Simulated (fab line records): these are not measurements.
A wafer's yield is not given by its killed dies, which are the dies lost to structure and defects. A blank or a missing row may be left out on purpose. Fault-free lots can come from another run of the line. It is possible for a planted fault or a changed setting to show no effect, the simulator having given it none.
fab line records + flow n5-finfet
record
- lots=11
- wafers=31
- last-day=15
route steps=1938 shown BEOL_M8@1342
lots that met no fault: taken from a fault-free run of the same line
start-h: hours from the record's opening day to when the first of the lot's shown wafers began + wait-h: hours elapsed since this lot's preceding step + " repeats the value in the row above + L1.1+2: one row covering several wafers at once + - no value present, or no start provided + * or withheld: withheld + < > ~ a bound
route shown NAME@n: names a module that has steps shown in the file, with the first one's number in the route + usual: mean/standard deviation of fault-free wafers + same: alike in all rows + chamber/n: place in a boat + sites: readings site by site + _std_site: standard deviation across them + _edge_site: the outer-site mean with the inner-site mean subtracted + radius-mm: for every site, how far away it sits from the centre of the wafer + mask NAME#n: copy n + behind: the tool/chamber that last shaped the wafer + hold: cause of the lot's hold/its duration in hours/its outcome + device: whichever transistor did not switch (one of n, p or np) + end of line: at the end of the route, the tests of the same wafers + step lacking rows: just its recipe + killed: at the first sort, the dies lost to defects and structure; wafer yield is something else + map: the dies of a wafer, with x for killed, . for not killed, _ for no die there
set.NAME: the setting the step ran with; set.NAME@STEP: the setting that earlier step ran with + model.NAME: the simulator's own value behind a step, which no gauge read
a sample of lots followed through the steps of the route, with each step as a table and each wafer as a row
services: when a tool's chamber went out of use (start-h, in hours from the record's first day, below 0 if earlier), for how many hours, and the reason
## steps
# step N5_BEOL_M8_EXPOSE_08
# recipe
- mask-id=M8
- na=1.35
- source-shape=dipole
- sigma-inner=0.817
- sigma-outer=0.97
- polarization=te
- dose-mj=68.25
# usual
- focus-offset-nm=-0.1/0.52
# same
- na=1.35
- sigma-outer=0.97
| lot.wafer | tool            | chamber | start-h | wait-h | mask | focus-offset-nm |
|-----------|-----------------|---------|---------|--------|------|-----------------|
| L124.3    | arfi-scanner-02 | 0       | 192.03  | -      | M8#0 | -0.4            |
| L124.4    | "               | 0       | "       | "      | M8#0 | -0.5            |
| L124.6    | "               | 0       | "       | "      | M8#0 | -0.4            |
| L123.3    | arfi-scanner-01 | 0       | 193.58  | -      | M8#0 | 0.5             |
| L123.5    | "               | 0       | "       | "      | M8#0 | 0.7             |
| L123.6    | "               | 0       | "       | "      | M8#0 | 0.2             |
| L125.3    | arfi-scanner-02 | 0       | 209.38  | -      | M8#0 | 0.2             |
| L125.4    | "               | 0       | "       | "      | M8#0 | 0.8             |
| L125.6    | "               | 0       | "       | "      | M8#0 | 0.2             |
| L126.2    | arfi-scanner-01 | 0       | 213.49  | -      | M8#0 | -0.4            |
| L126.5    | "               | 0       | "       | "      | M8#0 | 0.4             |
| L127.1    | arfi-scanner-02 | 0       | 222.05  | -      | M8#0 | -0.5            |
| L127.3    | "               | 0       | "       | "      | M8#0 | -0.1            |
| L127.6    | "               | 0       | "       | "      | M8#0 | 0.3             |
| L130.2    | arfi-scanner-01 | 0       | 236.41  | -      | M8#0 | 0.7             |
| L130.5    | "               | 0       | "       | "      | M8#0 | 0.3             |
| L130.6    | "               | 0       | "       | "      | M8#0 | 0.5             |
| L131.1    | arfi-scanner-01 | 0       | 236.46  | -      | M8#0 | 0.0             |
| L131.2    | "               | 0       | "       | "      | M8#0 | -0.4            |
| L131.3    | "               | 0       | "       | "      | M8#0 | 0.2             |
| L134.2    | arfi-scanner-03 | 0       | 263.99  | -      | M8#0 | 0.4             |
| L134.4    | "               | 0       | "       | "      | M8#0 | -0.4            |
| L134.5    | "               | 0       | "       | "      | M8#0 | -0.5            |
| L136.4    | arfi-scanner-03 | 0       | 276.37  | -      | M8#0 | 0.3             |
| L136.5    | "               | 0       | "       | "      | M8#0 | 0.5             |
| L139.2    | arfi-scanner-03 | 0       | 289.93  | -      | M8#0 | -0.1            |
| L139.5    | "               | 0       | "       | "      | M8#0 | -0.2            |
| L139.6    | "               | 0       | "       | "      | M8#0 | -0.7            |
| L137.1    | arfi-scanner-02 | 0       | 290.09  | -      | M8#0 | 0.8             |
| L137.3    | "               | 0       | "       | "      | M8#0 | 0.0             |
| L137.5    | "               | 0       | "       | "      | M8#0 | 0.0             |
# step N5_BEOL_M8_STRIP_80
# recipe
- chemistry=N2/H2
- time-s=10
- power-w=450
- temp-c=40
- pressure-mtorr=20
- rf-frequency-hz=6e+07
- bias-power-w=7
- n2-flow-sccm=200
- h2-flow-sccm=200
# usual
- drypump-motor-current-A=5.8/0.49
- oes-product-au=0.77/0.073
- rf-vpp-V=59.3/0.85
- showerhead-plenum-p-Torr=2.56/0.061
- throttle-valve-pct=23.7/0.31
| lot.wafer | tool        | chamber | start-h | wait-h | drypump-motor-current-A | oes-product-au | rf-hours-counter-h | rf-vpp-V | showerhead-plenum-p-Torr | throttle-valve-pct |
|-----------|-------------|---------|---------|--------|-------------------------|----------------|--------------------|----------|--------------------------|--------------------|
| L124.3    | rie-diel-05 | 0       | -       | -      | 5.5                     | 0.78           | 125                | 58.0     | 2.54                     | 23.5               |
| L124.4    | "           | 2       | "       | "      | 4.9                     | 0.73           | 190                | 61.5     | 2.63                     | 23.4               |
| L124.6    | "           | 2       | "       | "      | 4.9                     | 0.72           | -                  | 59.8     | 2.63                     | 23.4               |
| L123.3    | rie-diel-05 | 0       | -       | -      | 5.5                     | 0.78           | 125                | 59.4     | 2.54                     | 23.5               |
| L123.5    | "           | 2       | "       | "      | 4.9                     | 0.73           | -                  | 58.1     | 2.63                     | 23.4               |
| L123.6    | "           | 1       | "       | "      | 6.2                     | 0.83           | -                  | 59.8     | 2.56                     | 24.0               |
| L125.3    | rie-diel-02 | 3       | -       | -      | 5.9                     | 0.75           | 131                | 59.8     | 2.55                     | 24.0               |
| L125.4    | "           | 1       | "       | "      | 6.3                     | 0.69           | 234                | 61.0     | 2.51                     | 23.6               |
| L125.6    | "           | 0       | "       | "      | 6.5                     | 0.86           | -                  | 58.0     | 2.70                     | 23.9               |
| L126.2    | rie-diel-06 | 2       | -       | -      | 5.5                     | 0.76           | 131                | 59.2     | 2.55                     | 23.6               |
| L126.5    | "           | 0       | "       | "      | 6.4                     | 0.69           | -                  | 58.8     | 2.50                     | 24.3               |
| L127.1    | rie-diel-05 | 2       | -       | -      | 4.9                     | 0.73           | 201                | 58.2     | 2.63                     | 23.4               |
| L127.3    | "           | 1       | "       | "      | 6.2                     | 0.82           | 101                | 60.1     | 2.56                     | 24.0               |
| L127.6    | "           | 3       | "       | "      | 5.5                     | 0.79           | -                  | 59.8     | 2.65                     | 23.4               |
| L131.1    | rie-diel-02 | 0       | -       | -      | 6.6                     | 0.84           | 77                 | 59.5     | 2.70                     | 23.9               |
| L131.2    | "           | 3       | "       | "      | 5.9                     | 0.73           | 142                | 60.5     | 2.54                     | 24.0               |
| L131.3    | "           | 1       | "       | "      | 6.3                     | 0.69           | 245                | 60.1     | 2.51                     | 23.6               |
| L130.2    | rie-diel-02 | 3       | -       | -      | 5.9                     | 0.75           | 142                | 58.9     | 2.54                     | 24.0               |
| L130.5    | "           | 0       | "       | "      | 6.6                     | 0.83           | -                  | 60.4     | 2.70                     | 23.9               |
| L130.6    | "           | 1       | "       | "      | 6.3                     | 0.70           | -                  | 58.8     | 2.51                     | 23.6               |
| L134.2    | rie-diel-05 | 2       | -       | -      | 4.9                     | 0.72           | 219                | 61.1     | 2.62                     | 23.4               |
| L134.4    | "           | 0       | "       | "      | 5.5                     | 0.75           | 153                | 58.5     | 2.52                     | 23.6               |
| L134.5    | "           | 0       | "       | "      | 5.5                     | 0.75           | -                  | 58.5     | 2.52                     | 23.6               |
| L136.4    | rie-diel-02 | 2       | -       | -      | 5.1                     | 0.69           | 219                | 59.1     | 2.50                     | 23.9               |
| L136.5    | "           | 0       | "       | "      | 6.5                     | 0.81           | -                  | 60.1     | 2.69                     | 23.9               |
| L139.2    | rie-diel-02 | 0       | -       | -      | 6.5                     | 0.81           | 98                 | 59.5     | 2.69                     | 23.9               |
| L139.5    | "           | 2       | "       | "      | 5.1                     | 0.70           | -                  | 59.8     | 2.50                     | 23.9               |
| L139.6    | "           | 1       | "       | "      | 6.3                     | 0.96           | -                  | 58.5     | 2.50                     | 23.1               |
| L137.1    | rie-diel-06 | 2       | -       | -      | 5.5                     | 0.74           | 159                | 59.2     | 2.54                     | 23.6               |
| L137.3    | "           | 3       | "       | "      | 5.7                     | 0.80           | 125                | 59.5     | 2.54                     | 23.9               |
| L137.5    | "           | 1       | "       | "      | 5.7                     | 0.67           | -                  | 59.9     | 2.60                     | 23.5               |
# step N5_BEOL_M8_CD_MEAS_35
# recipe
- target-cd-nm=40
- polarity=opening
# usual
- cd-nm=40.0/0.56
| lot.wafer | tool      | chamber | start-h | wait-h | cd-nm |
|-----------|-----------|---------|---------|--------|-------|
| L124.3    | cd-sem-01 | -       | 195.26  | 0.0    | 40.4  |
| L124.4    | "         | -       | "       | "      | 39.9  |
| L124.6    | "         | -       | "       | "      | 40.1  |
| L123.3    | cd-sem-01 | -       | 195.78  | 0.0    | 40.2  |
| L123.5    | "         | -       | "       | "      | 40.3  |
| L123.6    | "         | -       | "       | "      | 40.1  |
| L125.3    | cd-sem-02 | -       | 211.62  | 0.0    | 40.8  |
| L125.4    | "         | -       | "       | "      | 40.7  |
| L125.6    | "         | -       | "       | "      | 40.9  |
| L126.2    | cd-sem-02 | -       | 218.15  | 0.0    | 40.6  |
| L126.5    | "         | -       | "       | "      | 39.3  |
| L127.1    | cd-sem-03 | -       | 224.00  | 0.0    | 38.9  |
| L127.3    | "         | -       | "       | "      | 40.4  |
| L127.6    | "         | -       | "       | "      | 40.1  |
| L131.1    | cd-sem-01 | -       | 239.71  | 0.0    | 40.6  |
| L131.2    | "         | -       | "       | "      | 40.4  |
| L131.3    | "         | -       | "       | "      | 40.4  |
| L130.2    | cd-sem-01 | -       | 240.11  | 0.0    | 39.5  |
| L130.5    | "         | -       | "       | "      | 39.7  |
| L130.6    | "         | -       | "       | "      | 40.4  |
| L134.2    | cd-sem-02 | -       | 269.14  | 0.0    | 39.4  |
| L134.4    | "         | -       | "       | "      | 39.2  |
| L134.5    | "         | -       | "       | "      | 39.7  |
| L136.4    | cd-sem-01 | -       | 278.34  | 0.0    | 39.1  |
| L136.5    | "         | -       | "       | "      | 39.4  |
| L139.2    | cd-sem-02 | -       | 291.83  | 0.0    | 39.8  |
| L139.5    | "         | -       | "       | "      | 39.6  |
| L139.6    | "         | -       | "       | "      | 38.2  |
| L137.1    | cd-sem-02 | -       | 291.92  | 0.0    | 40.0  |
| L137.3    | "         | -       | "       | "      | 40.0  |
| L137.5    | "         | -       | "       | "      | 40.5  |
# step N5_BEOL_M8_ANNEAL_51
# recipe
- temp-c=225
- time-s=90
- ambient=N2
# usual
- anneal-temp-c=225.01/0.18
- wafer_temp_C_max=226.1/0.46
| lot.wafer | tool          | chamber | start-h | wait-h | anneal-temp-c | wafer_temp_C_max |
|-----------|---------------|---------|---------|--------|---------------|------------------|
| L124.3    | rtp-anneal-02 | 0       | 196.64  | 0.1    | 224.91        | 225.7            |
| L124.4    | "             | 0       | "       | "      | 224.85        | 225.8            |
| L124.6    | "             | 0       | "       | "      | 224.75        | 225.7            |
| L123.3    | rtp-anneal-02 | 0       | 197.54  | 0.3    | 225.31        | 225.3            |
| L123.5    | "             | 0       | "       | "      | 225.10        | 225.7            |
| L123.6    | "             | 0       | "       | "      | 225.12        | 225.6            |
| L125.3    | rtp-anneal-02 | 0       | 214.12  | 0.3    | 225.11        | 225.4            |
| L125.4    | "             | 0       | "       | "      | 225.19        | 225.4            |
| L125.6    | "             | 0       | "       | "      | 225.03        | 225.8            |
| L126.2    | rtp-anneal-01 | 0       | 220.75  | 1.0    | 225.18        | 226.3            |
| L126.5    | "             | 0       | "       | "      | 225.48        | 226.1            |
| L127.1    | rtp-anneal-01 | 0       | 227.10  | 1.9    | 225.14        | 226.9            |
| L127.3    | "             | 0       | "       | "      | 224.99        | 226.4            |
| L127.6    | "             | 0       | "       | "      | 225.07        | 226.8            |
| L131.1    | rtp-anneal-01 | 0       | 241.27  | 0.1    | 224.46        | 226.5            |
| L131.2    | "             | 0       | "       | "      | 225.03        | 227.0            |
| L131.3    | "             | 0       | "       | "      | 224.96        | 226.4            |
| L130.2    | rtp-anneal-01 | 0       | 242.25  | 0.2    | 224.62        | 226.9            |
| L130.5    | "             | 0       | "       | "      | 224.89        | 226.3            |
| L130.6    | "             | 0       | "       | "      | 225.00        | 226.4            |
| L134.2    | rtp-anneal-02 | 0       | 271.15  | 0.2    | 224.98        | 225.7            |
| L134.4    | "             | 0       | "       | "      | 224.83        | 225.4            |
| L134.5    | "             | 0       | "       | "      | 224.90        | 225.5            |
| L136.4    | rtp-anneal-02 | 0       | 280.10  | 0.4    | 225.08        | 225.8            |
| L136.5    | "             | 0       | "       | "      | 224.96        | 225.8            |
| L139.2    | rtp-anneal-01 | 0       | 293.26  | 0.1    | 225.06        | 226.8            |
| L139.5    | "             | 0       | "       | "      | 224.90        | 226.6            |
| L139.6    | "             | 0       | "       | "      | 224.95        | 226.6            |
| L137.1    | rtp-anneal-02 | 0       | 293.62  | 0.2    | 224.91        | 225.9            |
| L137.3    | "             | 0       | "       | "      | 225.06        | 225.7            |
| L137.5    | "             | 0       | "       | "      | 224.93        | 225.6            |
# step N5_BEOL_M8_CMP_52
# recipe
- stop-on=SiCOH_lowk
- t-overpolish-s=6.9
- down-force-psi=1
- platen-rpm=50
- clearing-platen-down-force-psi=1.5
- clearing-platen-rpm=50
- post-cmp-clean=cu-alkaline
- target-thk-nm=80
- clearing-platen-pad-velocity-m-s=0.99484
- pad-velocity-m-s=0.99484
# usual
- barrier-field-endpoint-s=28.7/0.76
- motor-current-A=6.1/0.47
- overpolish-run-s=6.900/0.0086
- pad-life-wafers=1141/560
- time-to-endpoint-s=62.8/3
| lot.wafer | tool   | chamber | start-h | wait-h | barrier-field-endpoint-s | motor-current-A | overpolish-run-s | pad-life-wafers | time-to-endpoint-s |
|-----------|--------|---------|---------|--------|--------------------------|-----------------|------------------|-----------------|--------------------|
| L124.4    | cmp-01 | 2       | 197.06  | 0.3    | 28.5                     | 5.8             | 6.882            | 660             | 60.0               |
| L124.3    | "      | 0       | "       | "      | 29.1                     | 6.3             | 6.905            | 662             | 64.5               |
| L124.6    | "      | 2       | "       | "      | 27.6                     | 5.9             | 6.911            | -               | 58.3               |
| L123.3    | cmp-01 | 1       | 197.75  | 0.2    | 27.5                     | 6.5             | 6.900            | 678             | 58.5               |
| L123.6    | "      | 1       | "       | "      | 27.6                     | 6.2             | 6.900            | -               | 56.5               |
| L123.5    | "      | 2       | "       | "      | 27.3                     | 6.1             | 6.914            | -               | 57.7               |
| L125.4    | cmp-01 | 1       | 214.36  | 0.2    | 29.1                     | 6.2             | 6.900            | 859             | 65.2               |
| L125.3    | "      | 2       | "       | "      | 29.6                     | 5.7             | 6.895            | 860             | 63.9               |
| L125.6    | "      | 0       | "       | "      | 29.8                     | 6.3             | 6.905            | -               | 65.6               |
| L126.2    | cmp-02 | 1       | 221.12  | 0.3    | 28.5                     | 6.4             | 6.905            | 675             | 62.1               |
| L126.5    | "      | 3       | "       | "      | 28.5                     | 5.6             | 6.909            | -               | 60.5               |
| L127.1    | cmp-03 | 1       | 227.40  | 0.3    | 28.1                     | 7.3             | 6.887            | 1986            | 61.5               |
| L127.3    | "      | 0       | "       | "      | 28.3                     | 6.3             | 6.904            | 1989            | 62.9               |
| L127.6    | "      | 1       | "       | "      | 28.7                     | 7.1             | 6.888            | -               | 63.1               |
| L131.3    | cmp-03 | 2       | 241.57  | 0.2    | 28.1                     | 5.1             | 6.904            | 2088            | 61.9               |
| L131.1    | "      | 3       | "       | "      | 28.7                     | 5.7             | 6.901            | 2089            | 64.7               |
| L131.2    | "      | 1       | "       | "      | 28.5                     | 7.0             | 6.878            | 2091            | 63.3               |
| L130.2    | cmp-02 | 3       | 242.59  | 0.3    | 27.3                     | 5.9             | 6.906            | 872             | 55.4               |
| L130.5    | "      | 1       | "       | "      | 28.5                     | 6.3             | 6.905            | -               | 61.1               |
| L130.6    | "      | 2       | "       | "      | 28.4                     | 6.0             | 6.896            | -               | 63.2               |
| L134.2    | cmp-01 | 1       | 271.40  | 0.2    | 28.4                     | 6.4             | 6.900            | 1344            | 64.3               |
| L134.4    | "      | 0       | "       | "      | 29.7                     | 6.2             | 6.901            | 1347            | 67.7               |
| L134.5    | "      | 2       | "       | "      | 27.9                     | 5.9             | 6.902            | -               | 60.6               |
| L136.4    | cmp-03 | 0       | 280.30  | 0.2    | 30.2                     | 6.7             | 6.897            | 205             | 63.5               |
| L136.5    | "      | 3       | "       | "      | 30.1                     | 6.2             | 6.891            | -               | 65.6               |
| L139.2    | cmp-02 | 0       | 293.51  | 0.2    | 27.2                     | 6.5             | 6.891            | 1302            | 58.2               |
| L139.5    | "      | 0       | "       | "      | 27.3                     | 6.5             | 6.904            | -               | 57.3               |
| L139.6    | "      | 1       | "       | "      | 28.9                     | 6.5             | 6.899            | -               | 63.9               |
| L137.1    | cmp-02 | 1       | 293.92  | 0.3    | 28.3                     | 6.5             | 6.894            | 1308            | 65.8               |
| L137.3    | "      | 3       | "       | "      | 28.1                     | 5.7             | 6.898            | 1310            | 62.0               |
| L137.5    | "      | 2       | "       | "      | 29.6                     | 6.1             | 6.911            | -               | 65.8               |
## services
| tool            | chamber | start-h | hours | kind   |
|-----------------|---------|---------|-------|--------|
| arfi-scanner-01 | -       | 171.05  | 0.8   | repair |
| cmp-01          | -       | 182.65  | 5.5   | pm     |
| arfi-scanner-02 | -       | 184.47  | 0.4   | repair |
| arfi-scanner-02 | -       | 192.86  | 3.9   | pm     |
| cmp-03          | -       | 196.27  | 4.3   | pm     |
| arfi-scanner-02 | -       | 213.93  | 1.0   | pm     |
| arfi-scanner-01 | -       | 221.91  | 1.5   | pm     |
| cmp-03          | -       | 222.71  | 2.0   | repair |
| rie-diel-02     | 2       | 226.34  | 13.2  | repair |
| arfi-scanner-03 | -       | 228.56  | 0.8   | pm     |
| arfi-scanner-03 | -       | 240.58  | 1.3   | pm     |
| arfi-scanner-02 | -       | 244.73  | 0.8   | repair |
| cmp-01          | -       | 245.17  | 0.8   | repair |
| cmp-03          | -       | 249.92  | 4.0   | pm     |
| arfi-scanner-02 | -       | 252.80  | 10.6  | repair |
| arfi-scanner-03 | -       | 264.46  | 1.0   | pm     |
| arfi-scanner-01 | -       | 268.99  | 0.8   | pm     |
| cmp-03          | -       | 269.87  | 0.8   | repair |
| arfi-scanner-02 | -       | 272.26  | 0.8   | pm     |
| arfi-scanner-02 | -       | 274.05  | 1.3   | pm     |
| cmp-03          | -       | 277.03  | 0.6   | repair |
| cmp-01          | -       | 278.41  | 0.9   | repair |
| arfi-scanner-02 | -       | 278.72  | 1.0   | pm     |
| arfi-scanner-01 | -       | 290.70  | 1.3   | pm     |
## key
first-sign
- step=N5_BEOL_M8_CD_MEAS_35
- reading=cd-nm
- direction=down
- sigmas=3.1
- usual=40.0
- struck=38.2
effect none on later readings
met-at N5_BEOL_M8_EXPOSE_08
struck-lots L139
struck-wafers L139.6
not-acting-at N5_BEOL_M8_STRIP_80,N5_BEOL_M8_ANNEAL_51,N5_BEOL_M8_CMP_52
onset-between 276.37 289.93
fault
- kind=process-parameter-drift
- tool=arfi-scanner-03
- chamber=-
- onset-h=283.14
- steps=N5_BEOL_M8_EXPOSE_08
- channel=focus-nm
- offset=95.813
- shape=step
- end-h=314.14
- scope=struck-wafers-only
